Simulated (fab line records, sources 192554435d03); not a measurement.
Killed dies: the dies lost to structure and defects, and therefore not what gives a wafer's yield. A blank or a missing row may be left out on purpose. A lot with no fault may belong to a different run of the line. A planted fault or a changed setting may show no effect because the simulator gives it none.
Matching of chambers + flow n5Finfet + N5_BEOL_M5_DEP_56 on pecvd-03: 3 sister chambers
The step deposits SiCN from 3MS/NH3, target thk 8 nm, time 14 s. 20 wafers are shown with their chamber, then 10 later ones without.

== WAFERS, EACH WITH ITS CHAMBER ==
| wafer  | chamber | showerheadPlenumPTorr (Torr) | throttleValvePct (%) | rfFwdPowerW (W) |
|--------|---------|------------------------------|----------------------|-----------------|
| L078.2 | 1       | 3.679                        | 8.6                  | 199.9           |
| L078.4 | 2       | 3.652                        | 9.0                  | 200.1           |
| L078.6 | 0       | 3.656                        | 9.6                  | 200.1           |
| L079.3 | 2       | 3.645                        | 8.9                  | 200.7           |
| L079.4 | 2       | 3.652                        | 8.8                  | 199.8           |
| L079.6 | 0       | 3.664                        | 9.5                  | 198.7           |
| L082.2 | 1       | 3.675                        | 8.4                  | 201.2           |
| L082.4 | 2       | 3.656                        | 9.3                  | 200.0           |
| L082.6 | 0       | 3.663                        | 9.7                  | 199.8           |
| L083.1 | 1       | 3.675                        | 8.9                  | 199.7           |
| L083.2 | 2       | 3.633                        | 8.7                  | 199.7           |
| L083.3 | 0       | 3.654                        | 9.4                  | 201.6           |
| L085.1 | 2       | 3.649                        | 8.8                  | 200.1           |
| L085.3 | 1       | 3.686                        | 9.0                  | 201.6           |
| L085.5 | 1       | 3.678                        | 8.8                  | 200.6           |
| L087.1 | 2       | 3.631                        | 8.9                  | 199.7           |
| L087.3 | 1       | 3.673                        | 9.1                  | 200.3           |
| L087.6 | 1       | 3.676                        | 9.0                  | 199.7           |
| L089.1 | 1       | 3.681                        | 8.8                  | 200.0           |
| L089.5 | 0       | 3.656                        | 9.6                  | 200.4           |

SIGNATURES, as means of the wafers listed above
| reading               | chamber 0 | chamber 1 | chamber 2 | scatter within a chamber |
|-----------------------|-----------|-----------|-----------|--------------------------|
| showerheadPlenumPTorr | 3.65860   | 3.67787   | 3.64543   | 0.00676                  |
| throttleValvePct      | 9.560     | 8.825     | 8.914     | 0.196                    |
| rfFwdPowerW           | 200.120   | 200.375   | 200.014   | 0.713                    |
Rule: a wafer's distance from a chamber is the root of the sum, over the readings, of the square of ((its reading less the chamber's mean) divided by the reading's scatter). If the next closest chamber is less than 2 further off than the closest, the wafer can't be placed; otherwise it belongs to the closest. How the scatter is found: for the shown wafers, subtract from each reading the mean of its chamber, square and add these, divide the total by (wafers less chambers), then take the root.

== WAFERS WITHOUT THEIR CHAMBER ==
| wafer  | showerheadPlenumPTorr (Torr) | throttleValvePct (%) | rfFwdPowerW (W) |
|--------|------------------------------|----------------------|-----------------|
| L089.6 | 3.678                        | 9.0                  | 200.4           |
| L094.1 | 3.658                        | 10.0                 | 200.0           |
| L094.5 | 3.683                        | 9.1                  | 199.6           |
| L094.6 | 3.662                        | 9.6                  | 200.2           |
| L095.3 | 3.673                        | 8.9                  | 198.8           |
| L095.4 | 3.658                        | 9.5                  | 201.2           |
| L095.6 | 3.688                        | 8.7                  | 200.1           |
| L096.1 | 3.688                        | 9.0                  | 200.2           |
| L096.4 | 3.680                        | 8.8                  | 200.8           |
| L096.5 | 3.647                        | 9.2                  | 199.1           |

== CHAMBER TAKEN BY EACH ==
| wafer  | from the rows above     | in truth |
|--------|-------------------------|----------|
| L089.6 | 1                       | 1        |
| L094.1 | 0                       | 0        |
| L094.5 | 1                       | 1        |
| L094.6 | 0                       | 0        |
| L095.3 | 1                       | 1        |
| L095.4 | 0                       | 0        |
| L095.6 | 1                       | 1        |
| L096.1 | 1                       | 1        |
| L096.4 | 1                       | 1        |
| L096.5 | can't be placed: 2 or 0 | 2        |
Correctly placed: 9 of 10. These rows do not allow placing 1 (true chamber among the candidates in 1). Number placed wrongly: 0.
